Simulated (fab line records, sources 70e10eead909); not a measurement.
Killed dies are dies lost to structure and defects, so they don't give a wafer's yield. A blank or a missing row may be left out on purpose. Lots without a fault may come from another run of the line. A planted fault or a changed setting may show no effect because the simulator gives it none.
Which tool did it? | flow nand_harc | 6 lots, 18 wafers sampled, at 3 steps of a route of 1302

WHAT THE GAUGES READ, wafer by wafer
NHARC_END_SORT_01.
lot  | measured     | on        | defect_limited_yield (%)
L810 | day 25 02:53 | prober-01 | 92.6 95.3 92.3
L811 | day 26 03:07 | prober-02 | 94.1 91.1 94.2
L814 | day 27 02:32 | prober-02 | 92.2 92.0 94.2

WHICH TOOL RAN EACH LOT (tool, then ch and the chambers of the sampled wafers, then the start)
lot  | NHARC_A_BONDPAD_CMP_19        | NHARC_THIN_TSV_ETCH_36
L810 | cmp-01 ch 1,2,3, day 24 00:24 | rie_metal-02 ch 0,1, day 24 18:17
L811 | cmp-02 ch 1,2, day 24 19:58   | rie_metal-01 ch 0,1, day 25 15:07
L814 | cmp-02 ch 1,3, day 25 20:16   | rie_metal-02 ch 0,1, day 26 16:28
L816 | cmp-03 ch 1,2, day 26 08:07   | rie_metal-02 ch 0,1, day 27 05:41
L818 | cmp-03 ch 1,2,3, day 27 06:53 | rie_metal-03 ch 0,1, day 28 01:57
L827 | cmp-01 ch 0,1,2, day 31 20:48 | rie_metal-02 ch 0,1, day 32 18:34
- NHARC_A_BONDPAD_CMP_19: polishes, t overpolish 30 s, cu recess touch 16 s, target thk 169.82 nm.
- NHARC_THIN_TSV_ETCH_36: etches the open film in Cl2/BCl3, target depth 65 nm, time 18.571 s.

THE ANSWER, worked out from the rows above alone
Rule: what is usual is taken from the lots themselves. Put in order of their means at a reading, lots are off if they are a third of the lots or fewer, leave a main group of 4 or more, and stand apart from it by a gap of 3 or more times the standard deviation of the main group's means; of several such gaps the widest counts. A main group whose means are all the same, to the digits that the tables above print for the reading, isn't used. A lot without any number at a reading at which 4 lots or more have one is off too. The other lots that the step has rows for count as sound.
No lot is off at any reading shown: from this, nothing can be told.

WHAT THE SIMULATOR HAD PUT IN
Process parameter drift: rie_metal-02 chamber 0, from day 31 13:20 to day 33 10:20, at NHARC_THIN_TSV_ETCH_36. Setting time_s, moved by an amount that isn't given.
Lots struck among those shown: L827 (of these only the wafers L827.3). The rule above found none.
